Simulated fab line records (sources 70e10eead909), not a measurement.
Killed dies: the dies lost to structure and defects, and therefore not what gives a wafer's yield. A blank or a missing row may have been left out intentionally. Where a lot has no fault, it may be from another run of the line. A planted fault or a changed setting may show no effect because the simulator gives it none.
Which of the tools did it? :: flow nand-harc :: 12 lots with 36 wafers sampled at 5 steps, on a route of 1159 steps

WHAT THE GAUGES SHOWED, per wafer
NHARC_P_M2_INSPECT_27. Usual: 335 for raw-defect-count, sd 140.
lot: L230
measured: day 6 06:37
on: defect-inspect-01
raw-defect-count: 205 159 212
flag: 

lot: L232
measured: day 6 16:40
on: defect-inspect-01
raw-defect-count: 323 364 280
flag: 

lot: L237
measured: day 8 05:53
on: defect-inspect-02
raw-defect-count: 333 272 136
flag: 

lot: L238
measured: day 8 06:11
on: defect-inspect-02
raw-defect-count: 323 397 428
flag: 

lot: L239
measured: day 8 17:37
on: defect-inspect-02
raw-defect-count: 398 216 260
flag: 

lot: L240
measured: day 8 18:34
on: defect-inspect-01
raw-defect-count: 240 306 309
flag: 

lot: L242
measured: day 9 09:12
on: defect-inspect-01
raw-defect-count: 499 399 191
flag: 

lot: L244
measured: day 9 17:54
on: defect-inspect-01
raw-defect-count: 184 261 294
flag: 

lot: L245
measured: day 10 08:08
on: defect-inspect-01
raw-defect-count: 252 297 286
flag: 

lot: L250
measured: day 11 05:24
on: defect-inspect-01
raw-defect-count: 256 187 178
flag: 

lot: L252
measured: day 11 14:35
on: defect-inspect-02
raw-defect-count: 370 522 371
flag: 

lot: L253
measured: day 11 18:01
on: defect-inspect-01
raw-defect-count: 274 404 220
flag: 

NHARC_END_SORT_01. Usual: defect-limited-yield 95.4 %, standard deviation 1.5; killed-at-array 27, standard deviation 9.9; killed-at-other 0.5, standard deviation 0.76; killed-at-periphery 3.4, standard deviation 2.2; killed-dies 31, standard deviation 10; killed-open 3.3, standard deviation 2; killed-short 2.0, standard deviation 1.5; sort_bin_2_pct 1.5 %, standard deviation 0.64; sort_bin_3_pct 0.21 %, standard deviation 0.2; sort_bin_4_pct 2.9 %, standard deviation 0.97; sort-n-pass 646, standard deviation 10; sort-rim-yield-pct 96.9 %, standard deviation 2; sort-yield-pct 95.4 %, standard deviation 1.5.
lot: L230
measured: day 20 03:23
on: prober-01
defect-limited-yield (%): 96.6 96.8 96.6
killed-at-array: 21 19 19
killed-at-other: 0 0 2
killed-at-periphery: 2 3 2
killed-dies: 23 22 23
killed-open: 3 4 2
killed-short: 1 1 2
sort_bin_2_pct (%): 1.6 0.4 1.2
sort_bin_3_pct (%): 0 0 0
sort_bin_4_pct (%): 1.8 2.8 2.2
sort-n-pass: 654 655 654
sort-rim-yield-pct (%): 100.0 100.0 97.2
sort-yield-pct (%): 96.6 96.8 96.6
flag: 

lot: L232
measured: day 19 14:07
on: prober-02
defect-limited-yield (%): 95.4 96.0 96.6
killed-at-array: 27 18 16
killed-at-other: 0 1 1
killed-at-periphery: 4 8 6
killed-dies: 31 27 23
killed-open: 4 3 5
killed-short: 5 4 1
sort_bin_2_pct (%): 1.6 1.0 1.2
sort_bin_3_pct (%): 0.15 0 0.30
sort_bin_4_pct (%): 2.8 3.0 1.9
sort-n-pass: 646 650 654
sort-rim-yield-pct (%): 93.4 93.4 99.1
sort-yield-pct (%): 95.4 96.0 96.6
flag: 

lot: L237
measured: day 21 04:43
on: prober-02
defect-limited-yield (%): 92.9 91.9 92.5
killed-at-array: 44 49 42
killed-at-other: 2 2 1
killed-at-periphery: 2 4 8
killed-dies: 48 55 51
killed-open: 6 4 7
killed-short: 2 3 1
sort_bin_2_pct (%): 1.8 2.1 3.0
sort_bin_3_pct (%): 0.59 0.74 0.44
sort_bin_4_pct (%): 4.7 5.3 4.1
sort-n-pass: 629 622 626
sort-rim-yield-pct (%): 94.3 91.5 94.3
sort-yield-pct (%): 92.9 91.9 92.5
flag: 

lot: L238
measured: day 21 04:43
on: prober-01
defect-limited-yield (%): 97.8 97.0 97.2
killed-at-array: 11 12 12
killed-at-other: 2 0 1
killed-at-periphery: 2 8 6
killed-dies: 15 20 19
killed-open: 5 4 3
killed-short: 0 4 1
sort_bin_2_pct (%): 0.9 0.7 1.0
sort_bin_3_pct (%): 0.15 0.30 0.15
sort_bin_4_pct (%): 1.2 1.9 1.6
sort-n-pass: 662 657 658
sort-rim-yield-pct (%): 100.0 97.2 97.2
sort-yield-pct (%): 97.8 97.0 97.2
flag: 

lot: L239
measured: day 21 20:23
on: prober-02
defect-limited-yield (%): 95.6 96.3 96.3
killed-at-array: 28 23 22
killed-at-other: 1 2 1
killed-at-periphery: 1 0 2
killed-dies: 30 25 25
killed-open: 4 0 2
killed-short: 1 1 0
sort_bin_2_pct (%): 1.2 0.6 1.5
sort_bin_3_pct (%): 0 0.15 0.15
sort_bin_4_pct (%): 3.2 3.0 2.1
sort-n-pass: 647 652 652
sort-rim-yield-pct (%): 98.1 100.0 97.2
sort-yield-pct (%): 95.6 96.3 96.3
flag: 

lot: L240
measured: day 21 12:50
on: prober-01
defect-limited-yield (%): 97.2 97.8 97.3
killed-at-array: 10 9 13
killed-at-other: 3 1 0
killed-at-periphery: 6 5 5
killed-dies: 19 15 18
killed-open: 4 1 3
killed-short: 0 1 1
sort_bin_2_pct (%): 0.7 0.7 1.0
sort_bin_3_pct (%): 0.15 0.15 0.15
sort_bin_4_pct (%): 1.9 1.3 1.5
sort-n-pass: 658 662 659
sort-rim-yield-pct (%): 99.1 99.1 96.2
sort-yield-pct (%): 97.2 97.8 97.3
flag: 

lot: L242
measured: day 22 13:31
on: prober-01
defect-limited-yield (%): 0 0 0
killed-at-array: 24 12 13
killed-at-other: 0 0 0
killed-at-periphery: 653 665 664
killed-dies: 677 677 677
killed-open: 8 3 3
killed-short: 7 0 3
sort_bin_2_pct (%): 97.3 98.5 98.4
sort_bin_3_pct (%): 0.30 0.15 0.15
sort_bin_4_pct (%): 2.4 1.3 1.5
sort-n-pass: 0 0 0
sort-rim-yield-pct (%): 0 0 0
sort-yield-pct (%): 0 0 0
flag: OFF

lot: L244
measured: day 22 13:32
on: prober-02
defect-limited-yield (%): 0 0 0
killed-at-array: 30 36 32
killed-at-other: 0 1 0
killed-at-periphery: 647 640 645
killed-dies: 677 677 677
killed-open: 1 2 2
killed-short: 1 3 3
sort_bin_2_pct (%): 97.5 95.9 96.2
sort_bin_3_pct (%): 0.59 0.15 0
sort_bin_4_pct (%): 1.9 4.0 3.8
sort-n-pass: 0 0 0
sort-rim-yield-pct (%): 0 0 0
sort-yield-pct (%): 0 0 0
flag: OFF

lot: L245
measured: day 23 04:05
on: prober-02
defect-limited-yield (%): 0 0 0
killed-at-array: 43 40 44
killed-at-other: 3 1 1
killed-at-periphery: 631 636 632
killed-dies: 677 677 677
killed-open: 4 5 9
killed-short: 3 6 3
sort_bin_2_pct (%): 94.7 95.9 95.7
sort_bin_3_pct (%): 0 0.15 0.15
sort_bin_4_pct (%): 5.3 4.0 4.1
sort-n-pass: 0 0 0
sort-rim-yield-pct (%): 0 0 0
sort-yield-pct (%): 0 0 0
flag: OFF

lot: L250
measured: day 23 22:16
on: prober-01
defect-limited-yield (%): 96.8 97.3 96.8
killed-at-array: 15 16 14
killed-at-other: 1 0 2
killed-at-periphery: 6 2 6
killed-dies: 22 18 22
killed-open: 5 3 7
killed-short: 1 1 1
sort_bin_2_pct (%): 1.0 1.0 1.2
sort_bin_3_pct (%): 0.15 0.30 0
sort_bin_4_pct (%): 2.1 1.3 2.1
sort-n-pass: 655 659 655
sort-rim-yield-pct (%): 98.1 97.2 99.1
sort-yield-pct (%): 96.8 97.3 96.8
flag: 

lot: L252
measured: day 24 07:40
on: prober-02
defect-limited-yield (%): 95.1 93.5 94.2
killed-at-array: 30 41 37
killed-at-other: 0 0 0
killed-at-periphery: 3 3 2
killed-dies: 33 44 39
killed-open: 3 6 1
killed-short: 2 3 0
sort_bin_2_pct (%): 1.6 2.7 1.3
sort_bin_3_pct (%): 0.15 0.30 0.59
sort_bin_4_pct (%): 3.1 3.5 3.8
sort-n-pass: 644 633 638
sort-rim-yield-pct (%): 100.0 96.2 97.2
sort-yield-pct (%): 95.1 93.5 94.2
flag: 

lot: L253
measured: day 24 06:50
on: prober-01
defect-limited-yield (%): 94.1 93.4 92.6
killed-at-array: 32 42 46
killed-at-other: 0 0 1
killed-at-periphery: 8 3 3
killed-dies: 40 45 50
killed-open: 2 5 7
killed-short: 5 1 2
sort_bin_2_pct (%): 1.6 2.4 2.8
sort_bin_3_pct (%): 0.44 0.15 0.15
sort_bin_4_pct (%): 3.8 4.1 4.4
sort-n-pass: 637 632 627
sort-rim-yield-pct (%): 96.2 95.3 96.2
sort-yield-pct (%): 94.1 93.4 92.6
flag: 

TOOL THAT RAN EACH LOT (tool first, then ch and the chambers of the sampled wafers, then the start)
lot: L230
NHARC_P_M2_PVD_21: pvd-sputter-01, day 6 05:16
NHARC_P_M2_DEP_33: pecvd-04 ch 0,1, day 6 06:50
NHARC_P_BONDPAD_CMP_32: cmp-04 ch 1,3, day 6 07:47

lot: L232
NHARC_P_M2_PVD_21: pvd-sputter-02, day 6 15:02
NHARC_P_M2_DEP_33: pecvd-04 ch 0,1,2, day 6 16:51
NHARC_P_BONDPAD_CMP_32: cmp-04 ch 2,3, day 6 17:38

lot: L237
NHARC_P_M2_PVD_21: pvd-sputter-03, day 8 04:32
NHARC_P_M2_DEP_33: pecvd-02 ch 0,1, day 8 06:04
NHARC_P_BONDPAD_CMP_32: cmp-02 ch 0,2, day 8 06:50

lot: L238
NHARC_P_M2_PVD_21: pvd-sputter-02, day 8 04:53
NHARC_P_M2_DEP_33: pecvd-03 ch 1,2, day 8 06:22
NHARC_P_BONDPAD_CMP_32: cmp-01 ch 0,1,2, day 8 07:29

lot: L239
NHARC_P_M2_PVD_21: pvd-sputter-02, day 8 16:17
NHARC_P_M2_DEP_33: pecvd-03 ch 0,1, day 8 17:46
NHARC_P_BONDPAD_CMP_32: cmp-04 ch 1,2,3, day 8 18:37

lot: L240
NHARC_P_M2_PVD_21: pvd-sputter-03, day 8 16:44
NHARC_P_M2_DEP_33: pecvd-03 ch 0,1,2, day 8 18:48
NHARC_P_BONDPAD_CMP_32: cmp-02 ch 0,1,2, day 8 19:35

lot: L242
NHARC_P_M2_PVD_21: pvd-sputter-03, day 9 07:52
NHARC_P_M2_DEP_33: pecvd-03 ch 0,1, day 9 09:33
NHARC_P_BONDPAD_CMP_32: -

lot: L244
NHARC_P_M2_PVD_21: pvd-sputter-01, day 9 16:35
NHARC_P_M2_DEP_33: pecvd-02 ch 0,2, day 9 18:03
NHARC_P_BONDPAD_CMP_32: -

lot: L245
NHARC_P_M2_PVD_21: pvd-sputter-01, day 10 06:44
NHARC_P_M2_DEP_33: pecvd-03 ch 0,1, day 10 08:16
NHARC_P_BONDPAD_CMP_32: -

lot: L250
NHARC_P_M2_PVD_21: pvd-sputter-03, day 11 03:46
NHARC_P_M2_DEP_33: pecvd-03 ch 0,1, day 11 06:31
NHARC_P_BONDPAD_CMP_32: cmp-01 ch 0,1,2, day 11 07:27

lot: L252
NHARC_P_M2_PVD_21: pvd-sputter-02, day 11 13:04
NHARC_P_M2_DEP_33: pecvd-03 ch 1,2, day 11 14:44
NHARC_P_BONDPAD_CMP_32: cmp-04 ch 2,3, day 11 15:34

lot: L253
NHARC_P_M2_PVD_21: pvd-sputter-02, day 11 16:41
NHARC_P_M2_DEP_33: pecvd-03 ch 1,2, day 11 18:21
NHARC_P_BONDPAD_CMP_32: cmp-04 ch 0,2, day 11 19:07
- NHARC_P_M2_PVD_21: deposits Cu, target thk 30 nm, time 20.49 s.
- NHARC_P_M2_DEP_33: deposits SiCN, target thk 30 nm.
- NHARC_P_BONDPAD_CMP_32: polishes SiCN, target thk 200 nm.

AS READ BY THE TOOLS THEMSELVES (means over the sampled wafers that have a number; for cases with no such wafer, the mark the record gives instead)
NHARC_P_M2_PVD_21. Usual: cathode-dc-power-W 5000.1 W, standard deviation 0.9; chamber-pressure-pa 5.000 Pa, standard deviation 0.011; throttle-valve-pct 29.6 %, standard deviation 0.79.
lot: L230
tool: pvd-sputter-01
cathode-dc-power-W (W): 5000.7
chamber-pressure-pa (Pa): 5.024
throttle-valve-pct (%): 29.4
flag: 

lot: L232
tool: pvd-sputter-02
cathode-dc-power-W (W): 4999.5
chamber-pressure-pa (Pa): 4.999
throttle-valve-pct (%): 29.5
flag: 

lot: L237
tool: pvd-sputter-03
cathode-dc-power-W (W): 5000.8
chamber-pressure-pa (Pa): 5.004
throttle-valve-pct (%): 29.7
flag: 

lot: L238
tool: pvd-sputter-02
cathode-dc-power-W (W): 4999.9
chamber-pressure-pa (Pa): 4.991
throttle-valve-pct (%): 29.5
flag: 

lot: L239
tool: pvd-sputter-02
cathode-dc-power-W (W): 5000.3
chamber-pressure-pa (Pa): 4.986
throttle-valve-pct (%): 29.1
flag: 

lot: L240
tool: pvd-sputter-03
cathode-dc-power-W (W): 5000.5
chamber-pressure-pa (Pa): 4.998
throttle-valve-pct (%): 29.9
flag: 

lot: L242
tool: pvd-sputter-03
cathode-dc-power-W (W): -
chamber-pressure-pa (Pa): -
throttle-valve-pct (%): -
flag: OFF

lot: L244
tool: pvd-sputter-01
cathode-dc-power-W (W): -
chamber-pressure-pa (Pa): -
throttle-valve-pct (%): -
flag: OFF

lot: L245
tool: pvd-sputter-01
cathode-dc-power-W (W): -
chamber-pressure-pa (Pa): -
throttle-valve-pct (%): -
flag: OFF

lot: L250
tool: pvd-sputter-03
cathode-dc-power-W (W): 4999.2
chamber-pressure-pa (Pa): 5.004
throttle-valve-pct (%): 29.9
flag: 

lot: L252
tool: pvd-sputter-02
cathode-dc-power-W (W): 4999.6
chamber-pressure-pa (Pa): 4.992
throttle-valve-pct (%): 29.0
flag: 

lot: L253
tool: pvd-sputter-02
cathode-dc-power-W (W): 5000.7
chamber-pressure-pa (Pa): 4.997
throttle-valve-pct (%): 29.0
flag: 

NHARC_P_M2_DEP_33. Usual: chamber-pressure-Torr 3.000 Torr, standard deviation 0.0065; heater-power-w 622 W, standard deviation 47; rf-fwd-power-W 448.9 W, standard deviation 1.4.
lot: L230
tool: pecvd-04
chamber-pressure-Torr (Torr): 3.005
heater-power-w (W): 695
rf-fwd-power-W (W): 448.9
flag: 

lot: L232
tool: pecvd-04
chamber-pressure-Torr (Torr): 2.998
heater-power-w (W): 625
rf-fwd-power-W (W): 449.3
flag: 

lot: L237
tool: pecvd-02
chamber-pressure-Torr (Torr): 2.995
heater-power-w (W): 619
rf-fwd-power-W (W): 449.4
flag: 

lot: L238
tool: pecvd-03
chamber-pressure-Torr (Torr): 2.995
heater-power-w (W): 556
rf-fwd-power-W (W): 447.4
flag: 

lot: L239
tool: pecvd-03
chamber-pressure-Torr (Torr): 3.002
heater-power-w (W): 625
rf-fwd-power-W (W): 449.2
flag: 

lot: L240
tool: pecvd-03
chamber-pressure-Torr (Torr): 3.003
heater-power-w (W): 583
rf-fwd-power-W (W): 449.8
flag: 

lot: L242
tool: pecvd-03
chamber-pressure-Torr (Torr): 3.001
heater-power-w (W): 633
rf-fwd-power-W (W): 450.0
flag: 

lot: L244
tool: pecvd-02
chamber-pressure-Torr (Torr): 3.005
heater-power-w (W): 626
rf-fwd-power-W (W): 448.6
flag: 

lot: L245
tool: pecvd-03
chamber-pressure-Torr (Torr): 3.005
heater-power-w (W): 616
rf-fwd-power-W (W): 450.4
flag: 

lot: L250
tool: pecvd-03
chamber-pressure-Torr (Torr): 3.000
heater-power-w (W): 639
rf-fwd-power-W (W): 449.6
flag: 

lot: L252
tool: pecvd-03
chamber-pressure-Torr (Torr): 3.000
heater-power-w (W): 581
rf-fwd-power-W (W): 447.8
flag: 

lot: L253
tool: pecvd-03
chamber-pressure-Torr (Torr): 3.001
heater-power-w (W): 579
rf-fwd-power-W (W): 449.4
flag: 

NHARC_P_BONDPAD_CMP_32. Usual: motor-current-A 11.4 A, standard deviation 1.3; retaining-ring-pressure-frac 1.000, standard deviation 0.0046.
lot: L230
tool: cmp-04
motor-current-A (A): 10.3
retaining-ring-pressure-frac: 0.993
flag: 

lot: L232
tool: cmp-04
motor-current-A (A): 10.5
retaining-ring-pressure-frac: 1.000
flag: 

lot: L237
tool: cmp-02
motor-current-A (A): 11.1
retaining-ring-pressure-frac: 1.000
flag: 

lot: L238
tool: cmp-01
motor-current-A (A): 12.2
retaining-ring-pressure-frac: 0.999
flag: 

lot: L239
tool: cmp-04
motor-current-A (A): 10.8
retaining-ring-pressure-frac: 1.004
flag: 

lot: L240
tool: cmp-02
motor-current-A (A): 11.7
retaining-ring-pressure-frac: 0.998
flag: 

lot: L250
tool: cmp-01
motor-current-A (A): 12.1
retaining-ring-pressure-frac: 0.999
flag: 

lot: L252
tool: cmp-04
motor-current-A (A): 10.8
retaining-ring-pressure-frac: 1.000
flag: 

lot: L253
tool: cmp-04
motor-current-A (A): 11.9
retaining-ring-pressure-frac: 0.998
flag: 

THE ANSWER, worked out from the rows above alone
Rule: a lot is off if the mean of its wafers that have a number lies more than 3 standard deviations from the usual mean. Also off: a lot with no number at a reading for which 4 or more lots have one. The other lots that the step has rows for count as sound. After the gauges, taken in route order, come the tools' own readings; for these a lot's mean is taken, as printed above. At the first step where some lot is off, the reading lying furthest off is the one used; lots without a number count as furthest.
Off at NHARC_END_SORT_01 (killed-at-periphery): L242, L244, L245.
If a tool, at a process step before that reading, ran all the lots that are off and no sound lot after the first of them, it fits. The gauges at NHARC_END_SORT_01 aren't tried: what is off there is off at NHARC_P_M2_PVD_21 too, on other tools, and a gauge's error can't cause that. None of those tried fits.

WHAT THE SIMULATOR HAD INSERTED
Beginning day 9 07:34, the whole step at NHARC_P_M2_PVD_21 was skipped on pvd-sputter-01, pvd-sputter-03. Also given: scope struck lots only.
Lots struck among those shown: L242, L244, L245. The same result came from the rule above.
